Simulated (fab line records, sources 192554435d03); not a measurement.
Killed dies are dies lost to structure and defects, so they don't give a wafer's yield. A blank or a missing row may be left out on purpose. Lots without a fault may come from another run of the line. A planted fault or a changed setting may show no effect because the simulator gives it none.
Split-lot experiment | flow n5_finfet | 7 lots, 21 wafers read, on a route of 1938 steps

THE SPLIT
At N5_BEOL_M7_DESCUM_33 (chemistry O2, time 7 s), the setting time_s was moved away from the recipe's 7 s on 9 of the 21 wafers read, by -16.0% to +21.1%. The other wafers ran this setting at the recipe's value.

FROM THE SPLIT TO THE READING: what the file shows between them, 1 step
- N5_BEOL_M7_ETCH_72: etches underlayer in N2/H2, target depth 6.5 nm, time 5.2 s

THE READING
CAR-EUV_of_BEOL_M7_COAT_22.thk_nm (the simulator's own value, which no gauge read), in nm, at N5_BEOL_M7_ETCH_65 (etches SiARC in CF4, target depth 15.6 nm, time 26 s). The file gives no usual value for it. The 12 wafers here that ran the recipe average 11.1 nm, standard deviation 0.099 nm.

wafer  | tool, chamber at the split | time_s as run, s | against the recipe | CAR-EUV_of_BEOL_M7_COAT_22.thk_nm, nm | against lot-mates on the recipe
L080.2 | rie_diel-03, 1             | 7                | recipe             | 11.2                                  | -
L080.4 | rie_diel-03, 3             | 7                | recipe             | 11.2                                  | -
L080.3 | rie_diel-03, 3             | 6.585            | -5.9%              | 11.4                                  | +0.2
L081.1 | rie_diel-03, 0             | 8.476            | +21.1%             | 10.4                                  | -0.6
L081.4 | rie_diel-03, 1             | 8.476            | +21.1%             | 10.2                                  | -0.8
L081.5 | rie_diel-03, 1             | 7                | recipe             | 11                                    | -
L085.1 | rie_diel-04, 3,2           | 7                | recipe             | 11.2                                  | -
L085.2 | rie_diel-04, 3,2           | 7                | recipe             | 11.2                                  | -
L085.5 | rie_diel-04, 2             | 7                | recipe             | 11                                    | -
L086.2 | rie_diel-03, 3             | 7                | recipe             | 11.2                                  | -
L086.4 | rie_diel-03, 1             | 7                | recipe             | 11.2                                  | -
L086.6 | rie_diel-03, 1             | 6.365            | -9.1%              | 11.4                                  | +0.2
L089.3 | rie_diel-03, 2,1           | 7                | recipe             | 11.2                                  | -
L089.4 | rie_diel-03, 2             | 7                | recipe             | 11                                    | -
L089.6 | rie_diel-03, 2,1           | 7                | recipe             | 11                                    | -
L088.3 | rie_diel-03, 1             | 8.135            | +16.2%             | 10.4                                  | -0.6
L088.4 | rie_diel-03, 2             | 8.135            | +16.2%             | 10.4                                  | -0.6
L088.5 | rie_diel-03, 0             | 7                | recipe             | 11                                    | -
L097.1 | rie_diel-04, 2,3           | 5.88             | -16.0%             | 11.6                                  | no lot-mate on the recipe
L097.3 | rie_diel-04, 2,3           | 5.88             | -16.0%             | 11.8                                  | no lot-mate on the recipe
L097.6 | rie_diel-04, 2             | 5.88             | -16.0%             | 11.8                                  | no lot-mate on the recipe
Where a row lists several chambers, the file gives one row for several wafers and doesn't say which wafer went through which chamber.

THE FIT
A straight line over all 21 wafers: CAR-EUV_of_BEOL_M7_COAT_22.thk_nm changes by -0.0397 nm for each +1% of time_s; r = -0.98; the points scatter about the line by 0.098 nm.
The same after taking each lot's own level away (the mean of its wafers on the recipe; 18 wafers): -0.0335 nm for each +1%; r = -0.97; scatter 0.074 nm.
On that fit, the largest move of time_s shifts the reading by 0.71 nm.
The lots' own levels span 11.00 to 11.20 nm, that is 2.0 times the standard deviation above.
So the lot-to-lot level changes the slope: the two fits differ.
Check: with one of the wafers moved furthest among these (+21.1%) left out of the fit, the line predicts -0.766 nm for it against its lot-mates. It came out at -0.6 nm against them.

THE WHOLE CHAIN: every reading that the file lists as answering this split, in the file's order
step                 | what it does                                                | reading                                                                            | change (the file's fit)                | r (the file's)
N5_BEOL_M7_DESCUM_33 | chemistry O2, time 7 s                                      | CAR-EUV_of_BEOL_M7_COAT_22.thk_nm (the simulator's own value, which no gauge read) | -0.0377 nm for each +1% of the setting | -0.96
N5_BEOL_M7_ETCH_72   | etches underlayer in N2/H2, target depth 6.5 nm, time 5.2 s | CAR-EUV_of_BEOL_M7_COAT_22.thk_nm (the simulator's own value, which no gauge read) | -0.0308 nm for each +1% of the setting | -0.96
N5_BEOL_M7_ETCH_65   | etches SiARC in CF4, target depth 15.6 nm, time 26 s        | CAR-EUV_of_BEOL_M7_COAT_22.thk_nm (the simulator's own value, which no gauge read) | -0.0333 nm for each +1% of the setting | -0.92

THE FILE'S OWN FIT
CAR-EUV_of_BEOL_M7_COAT_22.thk_nm changes by -0.0333 nm for each +1% of time_s, r = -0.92.
